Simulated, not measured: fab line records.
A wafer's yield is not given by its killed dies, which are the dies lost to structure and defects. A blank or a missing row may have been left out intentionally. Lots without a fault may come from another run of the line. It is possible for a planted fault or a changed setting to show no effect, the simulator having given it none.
Matching of chambers | flow n5Finfet | N5_PMOS_HMC_CHANNEL_EPI_ETCH_32 on rieDiel-05 has 4 sister chambers
The step etches BARC in N2/H2, stops on SiO2, target depth 85.8 nm, time 50.3 s. 4 wafers are shown with their chamber, then 8 later ones without.

## WAFERS PAIRED WITH THEIR CHAMBERS
wafer  | chamber | drypumpMotorCurrentA (A)
L084.2 | 3       | 6.4
L085.2 | 0       | 5.8
L085.6 | 2       | 6.2
L086.1 | 1       | 5.3

## WAFERS MISSING THEIR CHAMBER
wafer  | drypumpMotorCurrentA (A)
L086.4 | 5.8
L086.6 | 5.4
L087.2 | 6.2
L087.3 | 5.4
L087.5 | 6.2
L093.1 | 5.4
L093.3 | 5.8
L093.5 | 5.4

## CHAMBER TAKEN BY EACH
wafer  | from the rows above | in truth
L086.4 | 0                   | 0
L086.6 | 1                   | 1
L087.2 | 2                   | 2
L087.3 | 1                   | 1
L087.5 | 2                   | 2
L093.1 | 1                   | 1
L093.3 | 0                   | 0
L093.5 | 1                   | 1
Correctly placed: 8 of 8. Left unplaced by these rows: 0. Wrongly placed: 0.
How it was worked out, from the rows above alone: a wafer's distance from a chamber is the root of the sum, over the readings, of the square of ((its reading less the chamber's mean) divided by the reading's scatter). The wafer belongs to the nearest chamber; if the next one is less than 2 further off, it can't be placed. For every chamber, the mean is computed from those of its wafers that are shown. The scatter (one wafer shown for each chamber): square how far every hidden wafer sits from the nearest shown wafer, average those squares and take the square root.
